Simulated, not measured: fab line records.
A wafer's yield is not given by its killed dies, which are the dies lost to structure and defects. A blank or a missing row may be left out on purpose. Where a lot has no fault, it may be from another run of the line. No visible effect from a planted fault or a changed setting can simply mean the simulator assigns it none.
A struck lot beside a sound one    flow n5Finfet    15 out of 1938 route steps
Sound: these wafers, L935.1, L935.4, L935.6. Struck: wafer L920.5. (L920.2, L920.6 of the same lot were not struck and are left out.) The cause comes at the end.
Order at every step that has rows: each side's tool, ch and its chambers, its first start. Under that, the readings that differ: sound wafers    struck wafers    difference of the means    sigmas: that difference in standard deviations of wafers without a fault.
alike: same words and numbers on both sides, and readings whose means sit less than 2 such deviations apart. not compared: any withheld reading, any reading some wafer has no value for, any bound like >300 that may hide the same value, and any number with overlapping values for which the record gives no deviation.
A row with sigmas, a row that says differs or no value, or rows on one side alone: a step with any of these is where the two part. Numbers that have no deviation but don't overlap get no sigmas and don't part them. A reading that every wafer of one side lacks parts them only if that side has two wafers or more.

first, 11 steps without rows for these wafers: N5_MOL_CONTACT_COAG_DESCUM_45 (chemistry O2, time 7 s); N5_MOL_CONTACT_COAG_ETCH_65 (etches underlayer in N2/H2, target depth 13 nm, time 10.4 s); N5_MOL_CONTACT_COAG_ETCH_66 (etches SiARC in CF4, target depth 13 nm, time 21.7 s); N5_MOL_CONTACT_COAG_ALD_133 (deposits SiO2, target thk 5 nm, pulse time 1 s, co reactant pulse time 1 s); N5_MOL_CONTACT_COAG_ETCHBACK_134 (etches SiO2 in CHF3, target depth 10 nm, time 6.7 s); N5_MOL_CONTACT_COAG_ETCH_67 (etches SOC in N2/H2, target depth 60 nm, overetch 21 nm, time 101.2 s); N5_MOL_CONTACT_COAG_STRIP_68 (strips in N2/H2); N5_MOL_CONTACT_COAG_STRIP_69 (strips in N2/H2); N5_MOL_CONTACT_COAG_ETCHBACK_136 (etches SiO2 in CHF3, target depth 25 nm, time 16.7 s); N5_MOL_CONTACT_COAG_STRIP_120 (strips in CHF3); N5_MOL_CONTACT_COAG_VIA_ETCH_117 (etches SiO2 in C4F6/O2, target depth 40 nm, overetch 8 nm, time 26 s).
N5_MOL_CONTACT_COAG_ETCH_124: etches SiNx in CH3F/O2, stops on SiOC, target depth 6.5 nm.
  sound on rieDiel-05 ch 0,1, day 9 22:00; struck on rieDiel-05 ch 0, day 6 06:57
reading                                           sound         struck   difference  sigmas
overEtchFrac                                      0.3 0.3 0.3   0.63106  +0.33106    
model.SOC_of_MOL_CONTACT_COAG_COAT_62.thkNm (nm)  48.4 48.6 48  47.4     -0.9        
  alike: biasW, drypumpMotorCurrentA, oes_ar_750_au, oesProductAu, rfVppV, showerheadPlenumPTorr, throttleValvePct
  not compared: rfHoursCounterH
N5_MOL_CONTACT_COAG_ETCH_48: etches SiOC in C4F6/O2, target depth 15 nm, overetch 4.5 nm, time 17 s.
  sound on rieDiel-05 ch 0,1, day 9 22:02; struck on rieDiel-05 ch 0, day 6 06:59
reading                                           sound         struck  difference  sigmas
model.SOC_of_MOL_CONTACT_COAG_COAT_62.thkNm (nm)  45.8 46 45.2  44.6    -1.1        
  alike: biasW, drypumpMotorCurrentA, oes_ar_750_au, oesProductAu, rfVppV, showerheadPlenumPTorr, throttleValvePct
  not compared: rfHoursCounterH
then, 1 step without rows for these wafers: N5_MOL_CONTACT_COAG_STRIP_72 (strips in N2/H2).
-- the record jumps here: 3 days lie between the struck wafers' starts before and after (it left off in module MOL_CONTACT_COAG and takes up again in module BEOL_M4, whose first step shown is number 1111 of the route) --
N5_BEOL_M4_RC_MEAS_101:
  sound on prober-01 ch 0, day 12 17:12; struck on prober-02 ch 0, day 9 11:02
  alike: DIBL_N, DIBL_P, IOFF_N, IOFF_P, ION_N, ION_P, SS_N, SS_P, VT_N, VT_P

## WHERE THEY PART
Nowhere in this record.

WHY: what the simulator had put in
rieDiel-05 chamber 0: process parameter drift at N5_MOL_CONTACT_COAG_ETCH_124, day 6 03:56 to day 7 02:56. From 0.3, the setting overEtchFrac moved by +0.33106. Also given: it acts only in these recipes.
